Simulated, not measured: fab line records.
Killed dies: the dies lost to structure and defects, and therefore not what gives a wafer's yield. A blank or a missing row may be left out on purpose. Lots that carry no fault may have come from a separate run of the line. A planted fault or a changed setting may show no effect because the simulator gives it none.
Which tool did it? + flow n5_finfet + at 1 step of a route of 1938, 10 lots with 30 wafers sampled

## WHAT THE GAUGES READ, wafer by wafer
N5_PASSIVATION_CD_MEAS_10: the cd target is 3000 nm.
| lot  | measured     | on        | cd_nm (nm)     |
|------|--------------|-----------|----------------|
| L774 | day 12 10:25 | cd_sem-03 | 3004 3005 3004 |
| L778 | day 13 06:26 | cd_sem-02 | 3000 3001 2997 |
| L779 | day 13 16:39 | cd_sem-01 | 2997 2996 2997 |
| L777 | day 13 19:02 | cd_sem-03 | 3003 3002 3002 |
| L783 | day 15 12:41 | cd_sem-01 | 2997 2998 2996 |
| L784 | day 15 16:53 | cd_sem-02 | 3003 2999 3000 |
| L790 | day 16 14:26 | cd_sem-01 | 2999 2997 2993 |
| L794 | day 17 11:18 | cd_sem-02 | 2998 2997 2998 |
| L791 | day 17 16:11 | cd_sem-03 | 2997 2999 2999 |
| L792 | day 17 16:13 | cd_sem-02 | 2997 3001 2998 |

## WHAT TOOL EACH LOT RAN ON (gives the tool, then ch and the chambers of the sampled wafers, and finally the start)
The record holds no process step before these readings.

## THE ANSWER, worked out from the rows above alone
Rule: what is usual is taken from the lots themselves. The widest of any qualifying gaps counts: lots, ordered by their means at a reading, are off when they make up no more than a third of the lots, leave a main group of 4 or more, and stand apart from it by 3 or more times the standard deviation of that group's means. A main group is skipped when, at the precision printed for the reading in the tables above, its means are all equal. Also off: a lot with no number at a reading for which 4 or more lots have one. Where the step has rows for the other lots, those lots are counted as sound.
No lot is off at any reading shown: from this, nothing can be told.

## WHAT WAS PUT IN BY THE SIMULATOR
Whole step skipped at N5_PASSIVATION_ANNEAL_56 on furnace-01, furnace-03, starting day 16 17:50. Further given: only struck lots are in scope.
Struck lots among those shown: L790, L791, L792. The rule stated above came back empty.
